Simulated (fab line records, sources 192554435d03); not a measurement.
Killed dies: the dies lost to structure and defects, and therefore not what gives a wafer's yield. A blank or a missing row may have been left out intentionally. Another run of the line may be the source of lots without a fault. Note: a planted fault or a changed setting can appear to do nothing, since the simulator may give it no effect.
fab line records -- flow n5_finfet
record lots=11, wafers=33, last_day=17
route steps=1938 shown BEOL_M2@900 BEOL_M4@1111
lots with no fault: from the same line, run without faults
start_h: hours from the record's first day to the start of the lot's first wafer shown -- wait_h: how many hours have passed since the lot's step before this one -- " repeats the value in the row above -- L1.1+2: several wafers, shown together as one row -- - no value present, or no start provided -- * or withheld: withheld -- < > ~ a bound
route shown NAME@n: a module of which the file shows steps, and the number in the route of the first -- usual: mean/standard deviation taken from wafers without a fault -- same: alike in all rows -- chamber/n: place in a boat -- sites: readings site by site -- _std_site: how widely they spread, as a standard deviation -- _edge_site: inner sites' mean taken away from outer sites' mean -- radius_mm: for every site, how far away it sits from the centre of the wafer -- mask NAME#n: copy n -- behind: tool/chamber where the wafer was last shaped -- hold: what put the lot on hold/how long, in hours/how the hold closed -- device: whichever transistor did not switch (one of n, p or np) -- end of line: the same wafers' tests at the end of the route -- a step without rows: its recipe alone -- killed: not the wafer's yield, but the dies lost to structure and defects at the first sort -- map: a wafer's dies, x killed, . not, _ none there
set.NAME: setting as actually run; set.NAME@STEP: the setting as run at that earlier step -- model.NAME: the simulator's own value behind a step, which no gauge read
steps of the route over a sample of lots; a table a step, a row a wafer
services: a tool's chamber out of use, with start hour (start_h, from the record's first day; less than 0 if before it), hours out, and reason
## steps
# step N5_BEOL_M2_PRE_CLEAN_45
# recipe gas=H2/He, time_s=30, temp_c=250
# usual heater_power_w=331/16
lot.wafer,tool,chamber,start_h,wait_h,heater_power_w
L197.1,pvd_sputter-02,-,146.80,0.0,335
L197.2,pvd_sputter-02,-,146.80,0.0,333
L197.3,pvd_sputter-02,-,146.80,0.0,351
L198.2,pvd_sputter-02,-,147.36,0.0,344
L198.3,pvd_sputter-02,-,147.36,0.0,299
L198.6,pvd_sputter-02,-,147.36,0.0,331
L199.1,pvd_sputter-01,-,150.07,0.0,320
L199.3,pvd_sputter-01,-,150.07,0.0,343
L199.6,pvd_sputter-01,-,150.07,0.0,348
L202.2,pvd_sputter-03,-,164.07,0.0,354
L202.4,pvd_sputter-03,-,164.07,0.0,353
L202.6,pvd_sputter-03,-,164.07,0.0,338
L205.1,pvd_sputter-03,-,201.36,0.0,327
L205.4,pvd_sputter-03,-,201.36,0.0,315
L205.5,pvd_sputter-03,-,201.36,0.0,313
L210.1,pvd_sputter-01,-,213.77,0.0,326
L210.4,pvd_sputter-01,-,213.77,0.0,332
L210.5,pvd_sputter-01,-,213.77,0.0,337
L214.2,pvd_sputter-03,-,247.58,0.0,341
L214.4,pvd_sputter-03,-,247.58,0.0,338
L214.5,pvd_sputter-03,-,247.58,0.0,307
L215.3,pvd_sputter-01,-,259.19,0.0,320
L215.5,pvd_sputter-01,-,259.19,0.0,343
L215.6,pvd_sputter-01,-,259.19,0.0,325
L216.2,pvd_sputter-01,-,259.35,0.0,315
L216.4,pvd_sputter-01,-,259.35,0.0,344
L216.6,pvd_sputter-01,-,259.35,0.0,338
L217.1,pvd_sputter-03,-,265.71,0.0,340
L217.2,pvd_sputter-03,-,265.71,0.0,323
L217.4,pvd_sputter-03,-,265.71,0.0,308
L219.2,pvd_sputter-01,-,270.19,0.0,329
L219.5,pvd_sputter-01,-,270.19,0.0,314
L219.6,pvd_sputter-01,-,270.19,0.0,324
# step N5_BEOL_M2_SURFACE_TREAT_85
# recipe gas=Ar, time_s=*, ion_energy_ev=*, ion_current_ma_cm2=0.5, pressure_mtorr=*, ar_flow_sccm=30
# usual throttle_valve_pct=*
lot.wafer,tool,chamber,start_h,wait_h,throttle_valve_pct
L197.1,pvd_sputter-02,-,147.28,0.3,*
L197.2,pvd_sputter-02,-,147.28,0.3,*
L197.3,pvd_sputter-02,-,147.28,0.3,*
L198.2,pvd_sputter-01,-,148.32,0.8,*
L198.3,pvd_sputter-01,-,148.32,0.8,*
L198.6,pvd_sputter-01,-,148.32,0.8,*
L199.1,pvd_sputter-03,-,150.86,0.4,*
L199.3,pvd_sputter-03,-,150.86,0.4,*
L199.6,pvd_sputter-03,-,150.86,0.4,*
L202.2,pvd_sputter-03,-,164.59,0.2,*
L202.4,pvd_sputter-03,-,164.59,0.2,*
L202.6,pvd_sputter-03,-,164.59,0.2,*
L205.1,pvd_sputter-01,-,201.67,0.1,*
L205.4,pvd_sputter-01,-,201.67,0.1,*
L205.5,pvd_sputter-01,-,201.67,0.1,*
L210.1,pvd_sputter-03,-,214.06,0.1,*
L210.4,pvd_sputter-03,-,214.06,0.1,*
L210.5,pvd_sputter-03,-,214.06,0.1,*
L214.2,pvd_sputter-03,-,247.86,0.1,*
L214.4,pvd_sputter-03,-,247.86,0.1,*
L214.5,pvd_sputter-03,-,247.86,0.1,*
L215.3,pvd_sputter-03,-,259.55,0.2,*
L215.5,pvd_sputter-03,-,259.55,0.2,*
L215.6,pvd_sputter-03,-,259.55,0.2,*
L216.2,pvd_sputter-01,-,259.71,0.1,*
L216.4,pvd_sputter-01,-,259.71,0.1,*
L216.6,pvd_sputter-01,-,259.71,0.1,*
L217.1,pvd_sputter-02,-,266.05,0.2,*
L217.2,pvd_sputter-02,-,266.05,0.2,*
L217.4,pvd_sputter-02,-,266.05,0.2,*
L219.2,pvd_sputter-02,-,270.69,0.2,*
L219.5,pvd_sputter-02,-,270.69,0.2,*
L219.6,pvd_sputter-02,-,270.69,0.2,*
# step N5_BEOL_M2_ANNEAL_87
# recipe temp_c=400, time_s=240, ambient=vacuum
# usual heater_power_w=829/39, susceptor_temp_C=400.02/0.23
lot.wafer,tool,chamber,start_h,wait_h,heater_power_w,susceptor_temp_C
L197.1,pvd_sputter-02,-,148.26,0.0,877,399.93
L197.2,pvd_sputter-02,-,148.26,0.0,757,399.73
L197.3,pvd_sputter-02,-,148.26,0.0,802,400.20
L198.2,pvd_sputter-03,-,149.32,0.0,888,400.19
L198.3,pvd_sputter-03,-,149.32,0.0,854,399.84
L198.6,pvd_sputter-03,-,149.32,0.0,880,399.99
L199.1,pvd_sputter-01,-,152.81,0.0,810,399.79
L199.3,pvd_sputter-01,-,152.81,0.0,813,399.94
L199.6,pvd_sputter-01,-,152.81,0.0,853,400.39
L202.2,pvd_sputter-03,-,166.05,0.0,898,400.23
L202.4,pvd_sputter-03,-,166.05,0.0,851,399.90
L202.6,pvd_sputter-03,-,166.05,0.0,824,399.92
L205.1,pvd_sputter-03,-,202.68,0.0,819,399.95
L205.4,pvd_sputter-03,-,202.68,0.0,787,400.25
L205.5,pvd_sputter-03,-,202.68,0.0,845,399.86
L210.1,pvd_sputter-03,-,215.03,0.0,832,399.98
L210.4,pvd_sputter-03,-,215.03,0.0,910,400.36
L210.5,pvd_sputter-03,-,215.03,0.0,787,400.09
L214.2,pvd_sputter-03,-,248.85,0.0,748,399.74
L214.4,pvd_sputter-03,-,248.85,0.0,833,400.05
L214.5,pvd_sputter-03,-,248.85,0.0,906,399.66
L215.3,pvd_sputter-01,-,260.65,0.0,824,400.03
L215.5,pvd_sputter-01,-,260.65,0.0,773,399.95
L215.6,pvd_sputter-01,-,260.65,0.0,845,400.08
L216.2,pvd_sputter-01,-,262.49,0.0,841,400.04
L216.4,pvd_sputter-01,-,262.49,0.0,801,399.73
L216.6,pvd_sputter-01,-,262.49,0.0,793,399.93
L217.1,pvd_sputter-03,-,267.14,0.0,907,399.97
L217.2,pvd_sputter-03,-,267.14,0.0,817,400.10
L217.4,pvd_sputter-03,-,267.14,0.0,866,399.54
L219.2,pvd_sputter-02,-,271.91,0.0,858,400.20
L219.5,pvd_sputter-02,-,271.91,0.0,841,399.98
L219.6,pvd_sputter-02,-,271.91,0.0,865,400.06
# step N5_BEOL_M2_ANNEAL_89
# recipe temp_c=400, time_s=240, ambient=vacuum
# usual heater_power_w=831/41, susceptor_temp_C=400.00/0.22
lot.wafer,tool,chamber,start_h,wait_h,heater_power_w,susceptor_temp_C
L197.1,pvd_sputter-02,-,148.48,0.0,885,399.78
L197.2,pvd_sputter-02,-,148.48,0.0,753,400.07
L197.3,pvd_sputter-02,-,148.48,0.0,807,399.90
L198.2,pvd_sputter-03,-,149.54,0.0,896,400.01
L198.3,pvd_sputter-03,-,149.54,0.0,863,400.10
L198.6,pvd_sputter-03,-,149.54,0.0,898,400.00
L199.1,pvd_sputter-01,-,153.03,0.0,821,400.20
L199.3,pvd_sputter-01,-,153.03,0.0,788,400.27
L199.6,pvd_sputter-01,-,153.03,0.0,853,400.07
L202.2,pvd_sputter-03,-,166.27,0.0,908,400.02
L202.4,pvd_sputter-03,-,166.27,0.0,843,399.83
L202.6,pvd_sputter-03,-,166.27,0.0,823,399.94
L205.1,pvd_sputter-03,-,202.90,0.0,805,400.08
L205.4,pvd_sputter-03,-,202.90,0.0,781,400.41
L205.5,pvd_sputter-03,-,202.90,0.0,868,399.57
L210.1,pvd_sputter-03,-,215.25,0.0,803,399.59
L210.4,pvd_sputter-03,-,215.25,0.0,903,399.92
L210.5,pvd_sputter-03,-,215.25,0.0,774,400.12
L214.2,pvd_sputter-03,-,249.07,0.0,782,400.05
L214.4,pvd_sputter-03,-,249.07,0.0,865,399.94
L214.5,pvd_sputter-03,-,249.07,0.0,884,400.18
L215.3,pvd_sputter-01,-,260.87,0.0,-,-
L215.5,pvd_sputter-01,-,260.87,0.0,-,-
L215.6,pvd_sputter-01,-,260.87,0.0,-,-
L216.2,pvd_sputter-01,-,262.71,0.0,-,-
L216.4,pvd_sputter-01,-,262.71,0.0,-,-
L216.6,pvd_sputter-01,-,262.71,0.0,-,-
L217.1,pvd_sputter-03,-,267.36,0.0,-,-
L217.2,pvd_sputter-03,-,267.36,0.0,-,-
L217.4,pvd_sputter-03,-,267.36,0.0,-,-
L219.2,pvd_sputter-02,-,272.13,0.0,874,400.10
L219.5,pvd_sputter-02,-,272.13,0.0,826,400.12
L219.6,pvd_sputter-02,-,272.13,0.0,867,399.99
# step N5_BEOL_M4_RC_MEAS_101
# usual DIBL_N=35.9/2.5, DIBL_P=36.0/3, IOFF_N=0.16/0.047, IOFF_P=0.21/0.047, ION_N=671/14, ION_P=460/8.8, SS_N=71.5/0.73, SS_P=73.2/0.91, VT_N=250/4.3, VT_P=-251/3.6
lot.wafer,tool,chamber,start_h,wait_h,DIBL_N[mV/V],DIBL_P[mV/V],IOFF_N[nA/um],IOFF_P[nA/um],ION_N[uA/um],ION_P[uA/um],SS_N[mV/dec],SS_P[mV/dec],VT_N[mV],VT_P[mV]
L197.1,prober-01,0,166.79,0.0,35.4,36.4,0.15,0.18,667,451,71.5,73.3,253,-254
L197.2,prober-01,0,166.79,0.0,32.2,32.9,0.11,0.16,653,451,70.5,72.3,252,-254
L197.3,prober-01,0,166.79,0.0,35.9,37.2,0.16,0.20,682,467,71.4,73.0,250,-254
L198.2,prober-02,0,182.93,0.2,39.5,41.7,0.27,0.31,692,472,72.5,74.9,240,-245
L198.3,prober-02,0,182.93,0.2,36.4,37.2,0.17,0.23,671,465,72.1,73.7,247,-248
L198.6,prober-02,0,182.93,0.2,35.5,36.5,0.18,0.23,690,472,71.3,74.1,243,-249
L199.1,prober-01,0,183.32,0.3,36.9,36.9,0.17,0.21,670,456,71.9,72.8,250,-249
L199.3,prober-01,0,183.32,0.3,33.8,32.7,0.12,0.16,657,446,71.5,71.5,254,-253
L199.6,prober-01,0,183.32,0.3,35.2,33.2,0.14,0.17,665,455,71.5,73.1,251,-254
L202.2,prober-02,0,191.38,0.2,37.6,35.2,0.16,0.20,657,450,72.0,73.0,254,-249
L202.4,prober-02,0,191.38,0.2,40.0,40.5,0.24,0.31,689,466,72.2,74.5,243,-243
L202.6,prober-02,0,191.38,0.2,34.1,33.2,0.12,0.17,648,447,70.2,72.8,254,-254
L205.1,prober-01,0,222.17,0.0,31.1,29.3,0.08,0.12,650,452,69.3,70.9,257,-257
L205.4,prober-01,0,222.17,0.0,34.7,32.3,0.11,0.15,642,444,71.4,72.0,256,-253
L205.5,prober-01,0,222.17,0.0,34.7,32.0,0.12,0.14,655,444,70.7,71.4,253,-253
L210.1,prober-02,0,243.14,0.0,37.2,37.0,0.18,0.18,670,450,71.4,72.8,248,-253
L210.4,prober-02,0,243.14,0.0,36.7,37.9,0.17,0.22,678,458,71.9,74.4,247,-252
L210.5,prober-02,0,243.14,0.0,33.2,33.6,0.12,0.15,664,462,70.7,72.6,253,-255
L214.2,prober-02,0,274.46,0.2,39.7,41.2,0.27,0.32,703,470,73.1,74.6,241,-245
L214.4,prober-02,0,274.46,0.2,38.5,39.9,0.25,0.29,690,471,72.2,75.1,244,-245
L214.5,prober-02,0,274.46,0.2,34.5,35.4,0.15,0.23,681,467,71.6,73.0,248,-249
L215.3,prober-01,0,280.46,0.3,36.5,36.7,0.16,0.22,681,465,70.9,73.4,250,-249
L215.5,prober-01,0,280.46,0.3,38.0,36.8,0.18,0.21,690,461,71.8,73.0,250,-252
L215.6,prober-01,0,280.46,0.3,37.2,38.1,0.17,0.25,676,468,72.1,73.2,250,-249
L216.2,prober-01,0,283.90,0.2,34.3,34.8,0.13,0.19,667,460,71.5,73.0,253,-252
L216.4,prober-01,0,283.90,0.2,35.8,37.5,0.15,0.22,654,457,71.7,73.7,251,-249
L216.6,prober-01,0,283.90,0.2,37.4,40.5,0.21,0.29,692,473,72.7,74.5,243,-244
L217.1,prober-01,0,291.36,0.0,35.8,35.4,0.17,0.22,684,471,71.1,73.1,249,-247
L217.2,prober-01,0,291.36,0.0,38.1,37.6,0.18,0.23,678,467,72.0,73.7,250,-249
L217.4,prober-01,0,291.36,0.0,35.3,34.9,0.15,0.22,655,456,71.4,73.0,251,-249
L219.2,prober-01,0,300.53,0.2,35.2,33.5,0.12,0.16,668,458,71.1,73.0,254,-252
L219.5,prober-01,0,300.53,0.2,39.7,39.0,0.20,0.25,673,457,73.0,74.5,249,-250
L219.6,prober-01,0,300.53,0.2,33.6,33.2,0.11,0.16,664,462,70.8,72.2,253,-254
## services
tool,chamber,start_h,hours,kind
pvd_sputter-01,-,131.36,1.3,repair
## key
first_sign step=N5_BEOL_M2_ANNEAL_89, reading=tool_record, direction=missing
effect none on later readings
met_at N5_BEOL_M2_ANNEAL_89
struck_lots L215,L216,L217
not_acting_at N5_BEOL_M2_PRE_CLEAN_45,N5_BEOL_M2_SURFACE_TREAT_85,N5_BEOL_M2_ANNEAL_87
onset_between 249.07 260.87
fault kind=skipped_step_whole, tool=pvd_sputter-01,pvd_sputter-03, chamber=-, onset_h=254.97, steps=N5_BEOL_M2_ANNEAL_89, scope=struck_lots_only
